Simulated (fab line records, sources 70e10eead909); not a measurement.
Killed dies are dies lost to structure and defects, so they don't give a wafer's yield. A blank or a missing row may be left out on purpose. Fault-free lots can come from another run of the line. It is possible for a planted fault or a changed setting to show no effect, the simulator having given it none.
Comparing a struck lot with a sound one -- flow nandHarc -- 15 steps out of a route of 1159
Sound: these wafers, L819.1, L819.2, L819.3. Wafers L828.1, L828.4, L828.5 were the ones struck. At the end, the cause is stated.
At each step with rows: each side's tool, then ch and its chambers, then its first start. Under that, the readings that differ: sound wafers -- struck wafers -- difference of the means -- sigmas: that difference in standard deviations of wafers without a fault.
alike: words and numbers the same on both sides, and readings whose means are apart by under 2 such deviations; not compared: readings that were withheld, readings missing a value for some wafer, numbers with overlapping values and no deviation given by the record, and bounds like >300 which may hide the same value.
The two part at a step that has a row with sigmas, a row that says differs or no value, or rows on one side only. When numbers do not overlap yet have no deviation, they are printed without sigmas and do not part them. Lack of a reading on every wafer of one side parts them only where that side has two or more wafers.

first, 3 steps without rows for these wafers: NHARC_THIN_TSV_EXPOSE_09 (exposes mask TSV); NHARC_THIN_TSV_PEB_10 (peb time 85 s); NHARC_THIN_TSV_DEVELOP_11 (time 70 s).
NHARC_THIN_TSV_CD_MEAS_12: the cd target is 1000 nm.
  sound on cdSem-01 ch 0, day 21 01:58; struck on cdSem-02 ch 0, day 23 14:32
  alike: cdNm
then, 1 step without rows for these wafers: NHARC_THIN_TSV_HARDBAKE_13 (time 80 s).
NHARC_THIN_TSV_DESCUM_14: chemistry O2, time 3 s.
  sound on rieDiel-09 ch 1,2,3, day 21 02:07; struck on rieDiel-10 ch 0,1,2, day 23 14:43
  alike: drypumpMotorCurrentA, oesProductAu, rfVppV, showerheadPlenumPTorr, throttleValvePct
  not compared: rfHoursCounterH
then, 1 step without rows for these wafers: NHARC_THIN_TSV_ETCH_44 (etches the open film in CF4/O2, target depth 1594.2 nm, time 797.1 s).
NHARC_THIN_TSV_ETCH_15: target depth 3000 nm, bosch target overetch cycles 2, bosch etch step 2.8 s.
  sound on rieSi-05 ch 0,1,3, day 21 02:55; struck on rieSi-02 ch 1,2,3, day 23 15:29
  alike: drypumpMotorCurrentA
  not compared: rfHoursCounterH
NHARC_THIN_TSV_CD_MEAS_16:
  sound on cdSem-03, day 21 03:04; struck on cdSem-03, day 23 15:37
  alike: cdNm
NHARC_THIN_TSV_STRIP_45: strips in O2.
  sound on plasmaAsher-02 ch 0,1, day 21 03:08; struck on plasmaAsher-01 ch 0, day 23 16:35
reading,sound,struck,difference,sigmas
rfReflPowerW (W),20 35 20,- - -,no value on the struck wafers,
  alike: drypumpMotorCurrentA, heaterPowerW
  not compared: rfHoursCounterH
then, 1 step without rows for these wafers: NHARC_THIN_TSV_STRIP_46 (strips in post etch residue remover, time 1200 s).
NHARC_THIN_TSV_DEP_47: deposits SiO2, target thk 200 nm.
  sound on pecvd-01 ch 0,1,2, day 21 03:56; struck on pecvd-03 ch 0,1, day 23 17:23
  alike: throttleValvePct
NHARC_THIN_TSV_ETCHBACK_48: etches the open film in C4F8/Ar, target depth 1028.5 nm, time 405.17 s.
  sound on rieDiel-09 ch 1,2,3, day 21 04:20; struck on rieDiel-09 ch 1,2,3, day 23 17:44
reading,sound,struck,difference,sigmas
oesProductAu (a.u.),0.923 0.920 0.929,1.156 1.143 1.142,+0.223,+7
rfFwdPowerW (W),598.2 597.1 597.5,840.9 836.5 837.5,+240.7,+99 or more
  alike: rfVppV
  not compared: rfHoursCounterH
NHARC_THIN_TSV_STRIP_62: strips in N2/H2, time 20 s.
  sound on plasmaAsher-01 ch 0,1, day 21 04:46; struck on plasmaAsher-02 ch 0, day 23 18:33
  alike: drypumpMotorCurrentA, heaterPowerW, rfReflPowerW
  not compared: rfHoursCounterH
after that, 1 step had no rows for these wafers: NHARC_END_SORT_01.

## WHERE THEY PART
Last at NHARC_THIN_TSV_ETCHBACK_48 as far as this record goes, first at NHARC_THIN_TSV_STRIP_45. Later steps at which nothing parts them and some readings are alike: NHARC_THIN_TSV_STRIP_62.

WHY: what the simulator had put in
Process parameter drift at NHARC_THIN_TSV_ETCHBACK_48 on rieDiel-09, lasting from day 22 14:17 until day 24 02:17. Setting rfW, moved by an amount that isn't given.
